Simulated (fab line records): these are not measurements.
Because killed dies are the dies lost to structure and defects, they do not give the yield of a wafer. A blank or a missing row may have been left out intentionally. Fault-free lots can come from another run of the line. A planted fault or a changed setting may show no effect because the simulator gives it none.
Matching of chambers | flow n5-finfet | N5_BEOL_M3_STRIP_66 on rie-diel-01: 4 sister chambers
The step strips in CF4. 18 wafers are shown with their chamber, then 9 later ones without.

## WAFERS PAIRED WITH THEIR CHAMBERS
wafer  | chamber | showerhead-plenum-p-Torr (Torr) | drypump-motor-current-A (A) | throttle-valve-pct (%)
L078.1 | 2       | 1.72                            | 6.4                         | 13.51
L078.2 | 0       | 1.90                            | 5.5                         | 13.66
L078.5 | 3       | 1.85                            | 5.8                         | 13.57
L086.1 | 2       | 1.72                            | 6.3                         | 13.52
L086.3 | 3       | 1.84                            | 5.8                         | 13.60
L086.5 | 1       | 1.84                            | 6.3                         | 13.24
L087.1 | 2       | 1.71                            | 6.4                         | 13.55
L087.4 | 1       | 1.84                            | 6.3                         | 13.24
L087.5 | 1       | 1.84                            | 6.3                         | 13.24
L088.1 | 0       | 1.90                            | 5.5                         | 13.69
L088.3 | 1       | 1.84                            | 6.3                         | 13.24
L088.4 | 2       | 1.71                            | 6.4                         | 13.54
L089.1 | 2       | 1.71                            | 6.3                         | 13.55
L089.4 | 1       | 1.84                            | 6.3                         | 13.24
L089.5 | 2       | 1.71                            | 6.4                         | 13.55
L090.1 | 2       | 1.71                            | 6.3                         | 13.55
L090.2 | 3       | 1.84                            | 5.7                         | 13.61
L090.5 | 3       | 1.84                            | 5.7                         | 13.59

SIGNATURES (averages over the wafers above)
reading                  | chamber 0 | chamber 1 | chamber 2 | chamber 3 | scatter within a chamber
showerhead-plenum-p-Torr | 1.9000    | 1.8400    | 1.7129    | 1.8425    | 0.00394
drypump-motor-current-A  | 5.500     | 6.300     | 6.357     | 5.750     | 0.044
throttle-valve-pct       | 13.6750   | 13.2400   | 13.5386   | 13.5925   | 0.0147
Rule: a wafer's distance from a chamber is the root of the sum, over the readings, of the square of ((its reading less the chamber's mean) divided by the reading's scatter). If the next closest chamber is less than 2 further off than the closest, the wafer can't be placed; otherwise it belongs to the closest. The scatter: take each reading less its chamber's mean, square it, sum over the shown wafers, divide by the number of wafers less the number of chambers, and take the root.

## WAFERS WITH NO CHAMBER GIVEN
wafer  | showerhead-plenum-p-Torr (Torr) | drypump-motor-current-A (A) | throttle-valve-pct (%)
L092.2 | 1.90                            | 5.4                         | 13.71
L092.3 | 1.71                            | 6.4                         | 13.55
L092.4 | 1.84                            | 5.7                         | 13.62
L094.2 | 1.84                            | 5.7                         | 13.63
L094.3 | 1.90                            | 5.5                         | 13.71
L094.5 | 1.89                            | 5.5                         | 13.71
L097.1 | 1.84                            | 6.3                         | 13.28
L097.3 | 1.89                            | 5.5                         | 13.71
L097.5 | 1.84                            | 6.3                         | 13.27

## CHAMBER TAKEN BY EACH
wafer  | from the rows above | in truth
L092.2 | 0                   | 0
L092.3 | 2                   | 2
L092.4 | 3                   | 3
L094.2 | 3                   | 3
L094.3 | 0                   | 0
L094.5 | 0                   | 0
L097.1 | 1                   | 1
L097.3 | 0                   | 0
L097.5 | 1                   | 1
Placed correctly: 9 of 9. Can't be placed from these rows: 0. 0 placed wrongly.
